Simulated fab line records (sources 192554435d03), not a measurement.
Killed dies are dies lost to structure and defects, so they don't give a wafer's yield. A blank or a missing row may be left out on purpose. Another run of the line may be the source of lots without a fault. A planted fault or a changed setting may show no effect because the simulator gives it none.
Chamber matching | flow n5-finfet | N5_FIN_SAQP_ETCH_64 on rie-si-03: 4 sister chambers
The step etches SiO2 in CF4, target depth 1.5 nm. 4 wafers are shown with their chamber, then 7 later ones without.

WAFERS, EACH WITH ITS CHAMBER
wafer  | chamber | throttle-valve-pct (%)
L082.4 | 2       | 22.17
L084.4 | 0       | 21.56
L092.1 | 1       | 22.16
L092.3 | 3       | 22.22

WAFERS WITH NO CHAMBER GIVEN
wafer  | throttle-valve-pct (%)
L092.4 | 21.56
L094.2 | 21.55
L094.3 | 22.20
L094.5 | 22.21
L097.2 | 21.58
L097.4 | 22.16
L097.5 | 21.58

WHICH CHAMBER EACH ONE RAN IN
wafer  | from the rows above          | in truth
L092.4 | 0                            | 0
L094.2 | 0                            | 0
L094.3 | can't be placed: 3 or 2 or 1 | 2
L094.5 | 3                            | 3
L097.2 | 0                            | 0
L097.4 | can't be placed: 1 or 2      | 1
L097.5 | 0                            | 0
Correctly placed: 5 of 7. Can't be placed from these rows: 2 (the true chamber is among the candidates in 2). Number placed wrongly: 0.
How it was worked out, from the rows above alone: a wafer's distance from a chamber is the root of the sum, over the readings, of the square of ((its reading less the chamber's mean) divided by the reading's scatter). The wafer belongs to the nearest chamber; if the next one is less than 2 further off, it can't be placed. The mean given for a chamber averages the wafers shown for that chamber. The scatter (one wafer shown for each chamber): square how far every hidden wafer sits from the nearest shown wafer, average those squares and take the square root.
